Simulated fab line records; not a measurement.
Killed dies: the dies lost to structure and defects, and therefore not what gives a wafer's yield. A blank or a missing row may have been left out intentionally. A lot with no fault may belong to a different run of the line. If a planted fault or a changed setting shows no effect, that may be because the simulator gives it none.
Chamber matching | flow n5Finfet | N5_BEOL_M8_DEP_56 on pecvd-03 has 3 sister chambers
The step deposits SiCN from 3MS/NH3, target thk 10 nm, time 17.5 s. 3 wafers are shown with their chamber, then 10 later ones without.

WAFERS, EACH WITH ITS CHAMBER
wafer  | chamber | throttleValvePct (%)
L086.3 | 2       | 9.1
L090.1 | 0       | 9.1
L090.2 | 1       | 9.4

WAFERS WITHOUT THEIR CHAMBER
wafer  | throttleValvePct (%)
L090.4 | 8.9
L092.1 | 9.1
L092.2 | 9.6
L092.3 | 8.9
L097.2 | 9.2
L097.4 | 9.0
L097.6 | 9.6
L096.2 | 8.7
L096.3 | 9.5
L096.5 | 9.1

CHAMBER TAKEN BY EACH
wafer  | from the rows above          | in truth
L090.4 | can't be placed: 0 or 2 or 1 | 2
L092.1 | can't be placed: 0 or 2 or 1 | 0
L092.2 | can't be placed: 1 or 0 or 2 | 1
L092.3 | can't be placed: 0 or 2 or 1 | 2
L097.2 | can't be placed: 0 or 2 or 1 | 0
L097.4 | can't be placed: 0 or 2 or 1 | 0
L097.6 | can't be placed: 1 or 0 or 2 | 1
L096.2 | can't be placed: 0 or 2 or 1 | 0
L096.3 | can't be placed: 1 or 0 or 2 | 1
L096.5 | can't be placed: 0 or 2 or 1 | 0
Placed correctly: 0 of 10. These rows do not allow placing 10 (true chamber among the candidates in 10). Placed wrongly: 0.
How it was worked out, from the rows above alone: a wafer's distance from a chamber is the root of the sum, over the readings, of the square of ((its reading less the chamber's mean) divided by the reading's scatter). The wafer belongs to the nearest chamber; if the next one is less than 2 further off, it can't be placed. A chamber's mean is the mean of its shown wafers. The scatter: root of mean squared gap, hidden wafer to nearest shown wafer, with one shown wafer a chamber.
